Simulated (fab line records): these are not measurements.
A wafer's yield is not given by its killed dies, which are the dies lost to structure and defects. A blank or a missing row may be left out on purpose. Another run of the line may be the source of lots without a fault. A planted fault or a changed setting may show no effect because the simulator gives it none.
The tool behind it: which one? ; flow n5Finfet ; route of 1938 steps, sampled at 1 step: 10 lots, 30 wafers

== WHAT EACH GAUGE READ, for each wafer ==
N5_BEOL_M8_OCD_MEAS_38. Usual: trenchDepthNm reads 93.7 nm (standard deviation 1.4).
lot;measured;on;trenchDepthNm (nm);flag
L196;day 9 04:19;ocd-01;91.7 92.8 93.0;
L197;day 9 18:34;ocd-01;95.0 93.7 94.4;
L199;day 10 05:25;ocd-02;94.5 94.0 95.3;
L202;day 10 18:08;ocd-02;94.0 94.0 94.3;
L204;day 11 05:28;ocd-02;97.0 95.1 95.2;
L203;day 11 07:11;ocd-01;94.4 94.4 93.4;
L206;day 11 14:02;ocd-01;92.6 92.5 91.6;
L211;day 13 08:14;ocd-02;93.6 93.8 95.7;
L212;day 13 14:06;ocd-02;95.4 93.2 93.4;
L219;day 14 23:34;ocd-01;94.6 94.0 93.9;

== TOOL THAT RAN EACH LOT (tool first, then ch and the chambers of the sampled wafers, then the start) ==
Before these readings, the record contains no process step.

== WHAT THE TOOLS THEMSELVES READ (means of the sampled wafers that have a number; where no wafer has one, the mark that the record gives instead) ==
The record holds no such reading with a usual standard deviation.

== THE ANSWER, worked out from the rows above alone ==
Rule: a lot is off if the mean of its wafers that have a number lies more than 3 standard deviations from the usual mean. A lot without any number at a reading at which 4 lots or more have one is off too. Any other lot the step has rows for is counted as sound. After the gauges, taken in route order, come the tools' own readings; for these a lot's mean is taken, as printed above. At the first step where some lot is off, the reading lying furthest off is the one used; lots without a number count as furthest.
None of the lots is off at any reading shown; this tells nothing.

== WHAT THE SIMULATOR PUT IN ==
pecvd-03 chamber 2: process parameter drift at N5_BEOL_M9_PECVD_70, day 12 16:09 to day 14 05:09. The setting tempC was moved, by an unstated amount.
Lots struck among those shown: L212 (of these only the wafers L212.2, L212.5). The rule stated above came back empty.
